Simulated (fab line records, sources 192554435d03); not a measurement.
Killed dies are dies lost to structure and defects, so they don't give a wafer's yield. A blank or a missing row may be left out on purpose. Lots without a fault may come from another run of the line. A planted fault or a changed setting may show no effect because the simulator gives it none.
Split-lot experiment | flow n5_finfet | 7 lots, 21 wafers read, on a route of 1938 steps

THE SPLIT
At N5_BEOL_M1_COAT_68 (time 60 s, resist thk 12 nm), the setting spin_rpm was moved away from the recipe's 1500 rpm on 8 of the 21 wafers read, by -10.8% to +5.9%. The other wafers ran this setting at the recipe's value.

FROM THE SPLIT TO THE READING: what the file shows between them, 7 steps
- N5_BEOL_M1_COAT_76: time 60 s, resist thk 5 nm
- N5_BEOL_M1_COAT_22: resist thk 30 nm
- N5_BEOL_M1_DESCUM_33: chemistry O2, time 7 s
- N5_BEOL_M1_ETCH_77: etches underlayer in N2/H2, target depth 6.5 nm, time 5.2 s
- N5_BEOL_M1_ETCH_69: etches SiARC in CF4, target depth 15.6 nm, time 26 s
- N5_BEOL_M1_ALD_98: deposits SiO2, target thk 2.5 nm, pulse time 1 s, co reactant pulse time 1 s
- N5_BEOL_M1_ETCHBACK_99: etches SiO2 in CHF3, target depth 5 nm, time 10.4 s

THE READING
SiARC_of_BEOL_M1_COAT_68.thk_nm (the simulator's own value, which no gauge read), in nm, at N5_BEOL_M1_ETCH_70 (etches SOC in N2/H2, target depth 80 nm, overetch 16 nm, time 120 s). The file gives no usual value for it. The 13 wafers here that ran the recipe average 6.4 nm, standard deviation 0.095 nm.

wafer  | tool, chamber at the split | spin_rpm as run, rpm | against the recipe | SiARC_of_BEOL_M1_COAT_68.thk_nm, nm | against lot-mates on the recipe
L075.2 | litho_track-05, 0          | 1392                 | -7.2%              | 7                                   | +0.6
L075.4 | litho_track-05, 0          | 1500                 | recipe             | 6.4                                 | -
L075.5 | litho_track-05, 0          | 1392                 | -7.2%              | 6.8                                 | +0.4
L077.1 | litho_track-05, 0          | 1386                 | -7.6%              | 6.8                                 | +0.4
L077.2 | litho_track-05, 0          | 1386                 | -7.6%              | 7                                   | +0.6
L077.3 | litho_track-05, 0          | 1500                 | recipe             | 6.4                                 | -
L080.1 | litho_track-03, 0          | 1500                 | recipe             | 6.4                                 | -
L080.3 | litho_track-03, 0          | 1500                 | recipe             | 6.4                                 | -
L080.6 | litho_track-03, 0          | 1500                 | recipe             | 6.4                                 | -
L083.2 | litho_track-03, 0          | 1500                 | recipe             | 6.4                                 | -
L083.4 | litho_track-03, 0          | 1500                 | recipe             | 6.4                                 | -
L083.5 | litho_track-03, 0          | 1500                 | recipe             | 6.2                                 | -
L085.3 | litho_track-04, 0          | 1584                 | +5.6%              | 5.8                                 | -0.4
L085.5 | litho_track-04, 0          | 1584                 | +5.6%              | 6                                   | -0.2
L085.6 | litho_track-04, 0          | 1500                 | recipe             | 6.2                                 | -
L090.2 | litho_track-03, 0          | 1338                 | -10.8%             | 7                                   | +0.6
L090.5 | litho_track-03, 0          | 1500                 | recipe             | 6.4                                 | -
L090.6 | litho_track-03, 0          | 1500                 | recipe             | 6.4                                 | -
L091.2 | litho_track-05, 0          | 1500                 | recipe             | 6.4                                 | -
L091.3 | litho_track-05, 0          | 1589                 | +5.9%              | 6                                   | -0.5
L091.4 | litho_track-05, 0          | 1500                 | recipe             | 6.6                                 | -

THE FIT
A straight line over all 21 wafers: SiARC_of_BEOL_M1_COAT_68.thk_nm changes by -0.069 nm for each +1% of spin_rpm; r = -0.95; the points scatter about the line by 0.11 nm.
The same after taking each lot's own level away (the mean of its wafers on the recipe; 21 wafers): -0.0636 nm for each +1%; r = -0.96; scatter 0.086 nm.
On that fit, the largest move of spin_rpm shifts the reading by 0.69 nm.
The lots' own levels span 6.20 to 6.50 nm, that is 3.2 times the standard deviation above.
So the lot-to-lot level changes the slope little: the two slopes agree.
Check: with one of the wafers moved furthest among these (-10.8%) left out of the fit, the line predicts +0.722 nm for it against its lot-mates. It came out at +0.6 nm against them.

THE WHOLE CHAIN: every reading that the file lists as answering this split, in the file's order
step                   | what it does                                                        | reading                                                                            | change (the file's fit)                | r (the file's)
N5_BEOL_M1_COAT_68     | time 60 s, resist thk 12 nm                                         | SiARC_of_BEOL_M1_COAT_68.thk_nm (the simulator's own value, which no gauge read)   | -0.0528 nm for each +1% of the setting | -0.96
N5_BEOL_M1_ETCH_69     | etches SiARC in CF4, target depth 15.6 nm, time 26 s                | etch.depth_nm (the simulator's own value, which no gauge read)                     | -0.0638 nm for each +1% of the setting | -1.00
N5_BEOL_M1_ETCH_69     | etches SiARC in CF4, target depth 15.6 nm, time 26 s                | CAR-EUV_of_BEOL_M1_COAT_22.thk_nm (the simulator's own value, which no gauge read) | +0.0487 nm for each +1% of the setting | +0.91
N5_BEOL_M1_ETCHBACK_99 | etches SiO2 in CHF3, target depth 5 nm, time 10.4 s                 | CAR-EUV_of_BEOL_M1_COAT_22.thk_nm (the simulator's own value, which no gauge read) | +0.0539 nm for each +1% of the setting | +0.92
N5_BEOL_M1_ETCH_70     | etches SOC in N2/H2, target depth 80 nm, overetch 16 nm, time 120 s | SiARC_of_BEOL_M1_COAT_68.thk_nm (the simulator's own value, which no gauge read)   | -0.0633 nm for each +1% of the setting | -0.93

THE FILE'S OWN FIT
SiARC_of_BEOL_M1_COAT_68.thk_nm changes by -0.0633 nm for each +1% of spin_rpm, r = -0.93.
